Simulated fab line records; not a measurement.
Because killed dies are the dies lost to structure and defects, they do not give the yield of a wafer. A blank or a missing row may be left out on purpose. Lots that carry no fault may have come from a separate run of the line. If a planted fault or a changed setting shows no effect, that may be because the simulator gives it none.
Split-lot trial + flow n5Finfet + 7 lots, 21 wafers read, on a route of 1938 steps

## SPLIT DETAILS
At N5_BEOL_M9_EXPOSE_08 (exposes mask M9), the setting doseMj was moved away from the recipe's 53.75 on 8 of the 21 wafers read, by -7.3% to +7.1%. For the rest of the wafers, this setting stayed at what the recipe calls for.

## FROM THE SPLIT TO THE READING: what the file shows between them, 20 steps
- N5_BEOL_M9_PEB_09: peb time 60 s
- N5_BEOL_M9_DEVELOP_10: develop time 30 s
- N5_BEOL_M9_CD_MEAS_11: target cd 64.1 nm
- N5_BEOL_M9_DESCUM_16: chemistry O2, time 7.9 s
- N5_BEOL_M9_ETCH_61: etches SiARC in CF4, target depth 39 nm, time 65 s
- N5_BEOL_M9_ETCH_62: etches SOC in N2/H2, target depth 110 nm, overetch 22 nm, time 165 s
- N5_BEOL_M9_STRIP_68: strips in N2/H2
- N5_BEOL_M9_STRIP_67: strips in CF4
- N5_BEOL_M9_HM_OPEN_17: chemistry Cl2/BCl3, target TiN, target depth 20 nm, overetch 6 nm
- N5_BEOL_M9_STRIP_19: strips in O2
- N5_BEOL_M9_CD_MEAS_18: pitch 140 nm, target cd 70 nm
- N5_BEOL_M9_COAT_63: time 60 s, resist thk 60 nm
- N5_BEOL_M9_COAT_64: time 60 s, resist thk 12 nm
- N5_BEOL_M9_STRIP_73: strips in C4F6/O2
- N5_BEOL_M9_STRIP_36: strips in N2/H2
- N5_BEOL_M9_TRENCH_ETCH_37: etches SiCOH lowk in C4F6/O2, target depth 151.43 nm, time 49 s
- N5_BEOL_M9_ETCH_41: etches SiCN in CH3F/O2, target depth 36.6 nm, time 70.1 s
- N5_BEOL_M9_STRIP_80: strips in N2/H2, time 10 s
- N5_BEOL_M9_PRECLEAN_42: cleans in residue remover, time 60 s
- N5_BEOL_M9_SRD_43: time 30 s

## THE READING
cdNm, in nm, at N5_BEOL_M9_CD_MEAS_35 (target cd 70 nm, target cd y 40 nm). On this fab line, fault-free wafers typically give 69.9 nm with a standard deviation of 0.88 nm.

| wafer  | tool, chamber at the split | doseMj as run | against the recipe | cdNm, nm | against lot-mates on the recipe |
|--------|----------------------------|---------------|--------------------|----------|---------------------------------|
| L074.1 | arfiScanner-02, 0          | 53.75         | recipe             | 70.1     | -                               |
| L074.2 | arfiScanner-02, 0          | 53.75         | recipe             | 70.6     | -                               |
| L074.5 | arfiScanner-02, 0          | 53.75         | recipe             | 70.5     | -                               |
| L079.3 | arfiScanner-03, 0          | 53.75         | recipe             | 70.7     | -                               |
| L079.4 | arfiScanner-03, 0          | 49.85         | -7.3%              | 66.3     | -4.4                            |
| L079.5 | arfiScanner-03, 0          | 49.85         | -7.3%              | 67.2     | -3.5                            |
| L081.1 | arfiScanner-01, 0          | 51.46         | -4.3%              | 66.9     | -3.1                            |
| L081.2 | arfiScanner-01, 0          | 51.46         | -4.3%              | 66.9     | -3.1                            |
| L081.3 | arfiScanner-01, 0          | 53.75         | recipe             | 70.0     | -                               |
| L080.3 | arfiScanner-03, 0          | 53.75         | recipe             | 70.1     | -                               |
| L080.5 | arfiScanner-03, 0          | 53.75         | recipe             | 69.9     | -                               |
| L080.6 | arfiScanner-03, 0          | 57.54         | +7.1%              | 73.6     | +3.6                            |
| L089.1 | arfiScanner-01, 0          | 53.75         | recipe             | 70.2     | -                               |
| L089.2 | arfiScanner-01, 0          | 53.75         | recipe             | 67.9     | -                               |
| L089.6 | arfiScanner-01, 0          | 53.75         | recipe             | 70.2     | -                               |
| L092.2 | arfiScanner-02, 0          | 55.64         | +3.5%              | 71.8     | +0.3                            |
| L092.4 | arfiScanner-02, 0          | 55.64         | +3.5%              | 72.4     | +0.9                            |
| L092.5 | arfiScanner-02, 0          | 53.75         | recipe             | 71.5     | -                               |
| L094.1 | arfiScanner-02, 0          | 53.75         | recipe             | 70.7     | -                               |
| L094.3 | arfiScanner-02, 0          | 53.75         | recipe             | 70.5     | -                               |
| L094.6 | arfiScanner-02, 0          | 50.47         | -6.1%              | 66.2     | -4.4                            |

FIT RESULTS
A straight line over all 21 wafers: cdNm changes by +0.547 nm for each +1% of doseMj; r = +0.93; the points scatter about the line by 0.78 nm.
The same after taking each lot's own level away (the mean of its wafers on the recipe; 21 wafers): +0.538 nm for each +1%; r = +0.94; scatter 0.68 nm.
The reading moves by 3.9 nm for the largest change in doseMj, on that fit.
From 69.43 to 71.50 nm: that is the span of the lots' own levels, equal to 2.3 times the standard deviation above.
The two slopes are in agreement: the lot-to-lot level therefore moves the slope only a little.
Check: with one of the wafers moved furthest among these (-7.3%) left out of the fit, the line predicts -4.1 nm for it against its lot-mates. Against them it came out at -4.4 nm.

## THE WHOLE CHAIN: every reading that the file lists as answering this split, in the file's order
| step                  | what it does                                                         | reading                                                             | change (the file's fit)               | r (the file's) |
|-----------------------|----------------------------------------------------------------------|---------------------------------------------------------------------|---------------------------------------|----------------|
| N5_BEOL_M9_CD_MEAS_11 | target cd 64.1 nm                                                    | cdNm                                                                | +0.525 nm for each +1% of the setting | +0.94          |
| N5_BEOL_M9_ETCH_61    | etches SiARC in CF4, target depth 39 nm, time 65 s                   | BEOL_M9.cdOffsetNm (the simulator's own value, which no gauge read) | +0.547 nm for each +1% of the setting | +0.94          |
| N5_BEOL_M9_ETCH_62    | etches SOC in N2/H2, target depth 110 nm, overetch 22 nm, time 165 s | BEOL_M9.cdOffsetNm (the simulator's own value, which no gauge read) | +0.584 nm for each +1% of the setting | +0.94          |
| N5_BEOL_M9_HM_OPEN_17 | chemistry Cl2/BCl3, target TiN, target depth 20 nm, overetch 6 nm    | BEOL_M9.cdOffsetNm (the simulator's own value, which no gauge read) | +0.575 nm for each +1% of the setting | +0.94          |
| N5_BEOL_M9_CD_MEAS_18 | pitch 140 nm, target cd 70 nm                                        | cdNm                                                                | +0.6 nm for each +1% of the setting   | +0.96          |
| N5_BEOL_M9_CD_MEAS_35 | target cd 70 nm, target cd y 40 nm                                   | cdNm                                                                | +0.565 nm for each +1% of the setting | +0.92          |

## THE FILE'S OWN FIT
cdNm changes by +0.565 nm for each +1% of doseMj, r = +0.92.
